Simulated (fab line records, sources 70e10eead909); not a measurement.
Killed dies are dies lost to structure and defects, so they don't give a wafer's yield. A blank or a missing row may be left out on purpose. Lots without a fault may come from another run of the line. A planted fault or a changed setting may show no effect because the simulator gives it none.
Which tool did it? | flow nand_harc | 11 lots, 33 wafers sampled, at 6 steps of a route of 1159

WHAT THE GAUGES READ, wafer by wafer
NHARC_A_BLC_INSPECT_12. Usual: raw_defect_count 34, standard deviation 15.
lot  | measured     | on                | raw_defect_count | flag
L260 | day 17 13:27 | defect_inspect-02 | 39 32 31         |
L261 | day 17 18:42 | defect_inspect-02 | 25 22 20         |
L263 | day 18 01:40 | defect_inspect-01 | 33 33 34         |
L262 | day 18 02:46 | defect_inspect-01 | 14 15 11         |
L264 | day 19 00:37 | defect_inspect-01 | 28 23 19         |
L267 | day 19 04:52 | defect_inspect-02 | 39 45 44         |
L269 | day 20 16:04 | defect_inspect-01 | 333 312 271      | OFF
L280 | day 22 09:28 | defect_inspect-01 | 24 13 21         |
L281 | day 22 16:32 | defect_inspect-02 | 70 46 61         |
L283 | day 22 21:01 | defect_inspect-01 | 15 14 12         |
L282 | day 23 03:19 | defect_inspect-01 | 46 39 56         |

NHARC_END_SORT_01. Usual: killed_at_array 30, standard deviation 10; killed_at_other 0.5, standard deviation 0.82; killed_at_periphery 2.9, standard deviation 2; killed_dies 34, standard deviation 11; killed_open 3.2, standard deviation 1.8; killed_short 2.0, standard deviation 1.4.
lot  | measured     | on        | killed_at_array | killed_at_other | killed_at_periphery | killed_dies | killed_open | killed_short | flag
L269 | day 22 12:01 | prober-02 | 253 228 220     | 0 0 0           | 2 3 2               | 255 231 222 | 6 4 2       | 1 1 3        | OFF

WHICH TOOL RAN EACH LOT (tool, then ch and the chambers of the sampled wafers, then the start)
lot  | NHARC_A_CONTACT_ETCH_88            | NHARC_A_CONTACT_ETCH_92            | NHARC_A_CONTACT_CVD_19                   | NHARC_A_CONTACT_CMP_20
L260 | rie_diel-07 ch 1,2, day 16 21:24   | rie_diel-09 ch 1,3, day 16 23:28   | cvd_w-01 ch 0, day 17 12:27 or earlier   | cmp-04 ch 0,2,3, day 17 12:27
L261 | rie_diel-10 ch 1,2,3, day 17 05:41 | rie_diel-09 ch 0,1,2, day 17 07:40 | cvd_w-01 ch 0,1, day 17 17:41 or earlier | cmp-01 ch 0,1, day 17 17:41
L263 | rie_diel-07 ch 0,1, day 17 13:35   | rie_diel-07 ch 1,3, day 17 15:35   | cvd_w-01 ch 0,1, day 18 00:38 or earlier | cmp-04 ch 0,1, day 18 00:38
L262 | rie_diel-09 ch 1,2,3, day 17 16:41 | rie_diel-07 ch 0,2,3, day 17 18:59 | cvd_w-02 ch 0,1, day 18 01:43 or earlier | cmp-01 ch 0,1,3, day 18 01:43
L264 | rie_diel-07 ch 0,2,3, day 18 15:40 | rie_diel-07 ch 1,2,3, day 18 17:41 | cvd_w-02 ch 0, day 18 23:42 or earlier   | cmp-03 ch 0,1,2, day 18 23:42
L267 | rie_diel-10 ch 0,1,3, day 18 23:37 | rie_diel-07 ch 0,2, day 19 01:38   | cvd_w-02 ch 1, day 19 03:59 or earlier   | cmp-01 ch 1,2,3, day 19 03:59
L269 | rie_diel-07 ch 0,1,2, day 20 10:49 | rie_diel-07 ch 1,2,3, day 20 12:52 | cvd_w-02 ch 0,1, day 20 15:11 or earlier | cmp-01 ch 0,2,3, day 20 15:11
L280 | rie_diel-09 ch 1,2,3, day 22 03:11 | rie_diel-07 ch 1,2,3, day 22 05:29 | cvd_w-02 ch 0,1, day 22 08:18 or earlier | cmp-04 ch 1,2,3, day 22 08:18
L281 | rie_diel-10 ch 0,1,2, day 22 07:58 | rie_diel-07 ch 0,2,3, day 22 10:02 | cvd_w-02 ch 0,1, day 22 15:37 or earlier | cmp-03 ch 0,1,3, day 22 15:37
L283 | rie_diel-07 ch 0,3, day 22 15:05   | rie_diel-07 ch 1,3, day 22 17:15   | cvd_w-01 ch 0, day 22 20:00 or earlier   | cmp-04 ch 0,2, day 22 20:00
L282 | rie_diel-10 ch 1,2,3, day 22 21:10 | rie_diel-10 ch 0,3, day 22 23:10   | cvd_w-02 ch 0,1, day 23 02:18 or earlier | cmp-03 ch 2,3, day 23 02:18
- NHARC_A_CONTACT_ETCH_88: etches the open film in CF4, target depth 39 nm, time 65 s.
- NHARC_A_CONTACT_ETCH_92: etches the open film in CH3F/O2, target depth 40 nm, time 85.7 s.
- NHARC_A_CONTACT_CVD_19: deposits W, target thk 300 nm, time 802 s.
- NHARC_A_CONTACT_CMP_20: polishes, t overpolish 30 s, target thk 300 nm.

WHAT THE TOOLS THEMSELVES READ (means of the sampled wafers that have a number; where no wafer has one, the mark that the record gives instead)
NHARC_A_CONTACT_ETCH_88. Usual: drypump_motor_current_A 5.8 A, standard deviation 0.45; oes_product_au 1.000 a.u., standard deviation 0.015; rf_vpp_V 151.6 V, standard deviation 1.3; showerhead_plenum_p_Torr 1.79 Torr, standard deviation 0.065; throttle_valve_pct 13.283 %, standard deviation 0.01.
lot  | tool        | drypump_motor_current_A (A) | oes_product_au (a.u.) | rf_vpp_V (V) | showerhead_plenum_p_Torr (Torr) | throttle_valve_pct (%) | flag
L260 | rie_diel-07 | 6.0                         | 0.999                 | 149.8        | 1.71                            | 13.280                 |
L261 | rie_diel-10 | 5.8                         | 1.003                 | 152.9        | 1.85                            | 13.285                 |
L263 | rie_diel-07 | 6.3                         | 0.994                 | 151.6        | 1.80                            | 13.279                 |
L262 | rie_diel-09 | 5.5                         | 1.005                 | 152.4        | 1.83                            | 13.295                 |
L264 | rie_diel-07 | 6.0                         | 0.993                 | 151.0        | 1.76                            | 13.281                 |
L267 | rie_diel-10 | 5.6                         | 0.996                 | 150.8        | 1.80                            | 13.278                 |
L269 | rie_diel-07 | 6.0                         | 1.019                 | 150.6        | 1.74                            | 13.281                 |
L280 | rie_diel-09 | 5.5                         | 0.991                 | 152.3        | 1.82                            | 13.281                 |
L281 | rie_diel-10 | 6.2                         | 0.998                 | 151.3        | 1.79                            | 13.287                 |
L283 | rie_diel-07 | 6.1                         | 0.995                 | 151.5        | 1.79                            | 13.274                 |
L282 | rie_diel-10 | 5.8                         | 1.003                 | 152.1        | 1.84                            | 13.283                 |

NHARC_A_CONTACT_ETCH_92. Usual: drypump_motor_current_A 5.9 A, standard deviation 0.41; oes_product_au 0.94 a.u., standard deviation 0.033; rf_vpp_V 244.8 V, standard deviation 1.5; showerhead_plenum_p_Torr 2.49 Torr, standard deviation 0.094; throttle_valve_pct 20.663 %, standard deviation 0.0091.
lot  | tool        | drypump_motor_current_A (A) | oes_product_au (a.u.) | rf_vpp_V (V) | showerhead_plenum_p_Torr (Torr) | throttle_valve_pct (%) | flag
L260 | rie_diel-09 | 5.3                         | 0.93                  | 244.9        | 2.54                            | 20.668                 |
L261 | rie_diel-09 | 5.9                         | 0.92                  | 245.8        | 2.53                            | 20.668                 |
L263 | rie_diel-07 | 6.1                         | 0.92                  | 244.3        | 2.45                            | 20.662                 |
L262 | rie_diel-07 | 5.9                         | 0.91                  | 243.2        | 2.44                            | 20.669                 |
L264 | rie_diel-07 | 5.9                         | 0.93                  | 243.7        | 2.39                            | 20.661                 |
L267 | rie_diel-07 | 6.0                         | 0.93                  | 245.4        | 2.47                            | 20.661                 |
L269 | rie_diel-07 | 5.9                         | 0.93                  | 243.6        | 2.39                            | 20.651                 |
L280 | rie_diel-07 | 5.9                         | 0.94                  | 243.4        | 2.39                            | 20.663                 |
L281 | rie_diel-07 | 5.9                         | 0.93                  | 244.1        | 2.44                            | 20.652                 |
L283 | rie_diel-07 | 6.1                         | 0.94                  | 243.3        | 2.42                            | 20.669                 |
L282 | rie_diel-10 | 5.7                         | 0.93                  | 244.3        | 2.47                            | 20.662                 |

NHARC_A_CONTACT_CVD_19. Usual: heater_power_w 500 W, standard deviation 34; susceptor_temp_C 300.00 C, standard deviation 0.2; throttle_valve_pct 7.86 %, standard deviation 0.21.
lot  | tool     | heater_power_w (W) | susceptor_temp_C (C) | throttle_valve_pct (%) | flag
L260 | cvd_w-01 | 543                | 300.18               | 7.67                   |
L261 | cvd_w-01 | 478                | 299.94               | 7.79                   |
L263 | cvd_w-01 | 471                | -                    | 7.63                   | OFF
L262 | cvd_w-02 | 501                | 300.10               | 7.91                   |
L264 | cvd_w-02 | 511                | 300.00               | 7.87                   |
L267 | cvd_w-02 | 479                | 299.98               | 7.93                   |
L269 | cvd_w-02 | 498                | 299.77               | 8.04                   |
L280 | cvd_w-02 | 492                | 299.98               | 7.87                   |
L281 | cvd_w-02 | 491                | 299.96               | 8.14                   |
L283 | cvd_w-01 | 543                | 299.78               | 7.90                   |
L282 | cvd_w-02 | 513                | -                    | 7.96                   | OFF

NHARC_A_CONTACT_CMP_20. Usual: motor_current_A 11.9 A, standard deviation 1.3; overpolish_run_s 30.000 s, standard deviation 0.0088; time_to_endpoint_s 58 s, standard deviation 3.7.
lot  | tool   | motor_current_A (A) | overpolish_run_s (s) | time_to_endpoint_s (s) | flag
L260 | cmp-04 | 13.4                | 30.001               | 59                     |
L261 | cmp-01 | 11.2                | 30.003               | 62                     |
L263 | cmp-04 | 12.8                | 30.002               | 60                     |
L262 | cmp-01 | 11.7                | 30.001               | 62                     |
L264 | cmp-03 | 11.2                | 29.999               | 58                     |
L267 | cmp-01 | 11.1                | 30.007               | 63                     |
L269 | cmp-01 | 11.8                | 30.002               | 61                     |
L280 | cmp-04 | 13.3                | 29.998               | 58                     |
L281 | cmp-03 | 11.8                | 30.001               | 56                     |
L283 | cmp-04 | 12.3                | 29.993               | 51                     |
L282 | cmp-03 | 11.5                | 29.992               | 53                     |

THE ANSWER, worked out from the rows above alone
Rule: a lot is off if the mean of its wafers that have a number lies more than 3 standard deviations from the usual mean. A lot without any number at a reading at which 4 lots or more have one is off too. The other lots that the step has rows for count as sound. The gauges are gone through in route order, then the tools' own readings, and for those a lot's mean is taken as printed above. The first step at which some lot is off is used, and at that step the reading that is off furthest; a lot without a number counts as furthest.
Off: L269, at NHARC_A_BLC_INSPECT_12 (raw_defect_count).
A tool fits if, at a process step before that reading, it ran every lot that is off, and no sound lot after the first of them. The gauges at NHARC_A_BLC_INSPECT_12 aren't tried: what is off there is off at NHARC_END_SORT_01 too, on other tools, and a gauge's error can't cause that. NHARC_A_CONTACT_CVD_19 gives no start for some lots, so the hours and the order of its lots are those of NHARC_A_CONTACT_CMP_20. One fits: cmp-01 at NHARC_A_CONTACT_CMP_20. Its last sound lot is L267 (day 19 03:59), its first lot that is off L269 (day 20 15:11): a fault that began between those two fits.

WHAT THE SIMULATOR HAD PUT IN
Chamber particle source: cmp-01, from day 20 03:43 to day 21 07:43, at NHARC_A_CONTACT_CMP_20. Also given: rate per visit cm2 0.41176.
Lots struck among those shown: L269. The rule above found the same.
